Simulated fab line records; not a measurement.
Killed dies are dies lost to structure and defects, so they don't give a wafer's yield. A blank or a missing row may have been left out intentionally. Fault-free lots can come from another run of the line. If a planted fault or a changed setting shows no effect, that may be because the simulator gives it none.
Chamber matching    flow n5_finfet    N5_GATE_CUT_ETCH_36 on rie_diel-06 has 4 sister chambers
The step etches SiARC in CF4, target depth 13 nm, time 21.7 s. 8 wafers are shown with their chamber, then 10 later ones without.

## WAFERS WITH THEIR CHAMBER
wafer   chamber  showerhead_plenum_p_Torr (Torr)  throttle_valve_pct (%)
L080.5  3        2.10                             15.49
L086.3  3        2.10                             15.50
L087.2  1        2.18                             15.61
L090.2  0        2.15                             15.35
L090.4  1        2.17                             15.62
L090.5  2        2.20                             15.20
L091.1  0        2.15                             15.36
L091.2  2        2.20                             15.21

## WAFERS WITHOUT THEIR CHAMBER
wafer   showerhead_plenum_p_Torr (Torr)  throttle_valve_pct (%)
L091.4  2.10                             15.50
L093.1  2.15                             15.34
L093.5  2.17                             15.62
L093.6  2.20                             15.23
L095.2  2.15                             15.38
L095.3  2.20                             15.23
L095.5  2.10                             15.52
L097.1  2.19                             15.23
L097.2  2.17                             15.62
L097.4  2.10                             15.54

## CHAMBER TAKEN BY EACH
wafer   from the rows above  in truth
L091.4  3                    3
L093.1  0                    0
L093.5  1                    1
L093.6  2                    2
L095.2  0                    0
L095.3  2                    2
L095.5  3                    3
L097.1  2                    2
L097.2  1                    1
L097.4  3                    3
Correct placement for 10 of the 10. From these rows, 0 cannot be placed. Wrongly placed: 0.
How it was worked out, from the rows above alone: a wafer's distance from a chamber is the root of the sum, over the readings, of the square of ((its reading less the chamber's mean) divided by the reading's scatter). If the next closest chamber is less than 2 further off than the closest, the wafer can't be placed; otherwise it belongs to the closest. The mean given for a chamber averages the wafers shown for that chamber. The scatter: take each reading less its chamber's mean, square it, sum over the shown wafers, divide by the number of wafers less the number of chambers, and take the root.
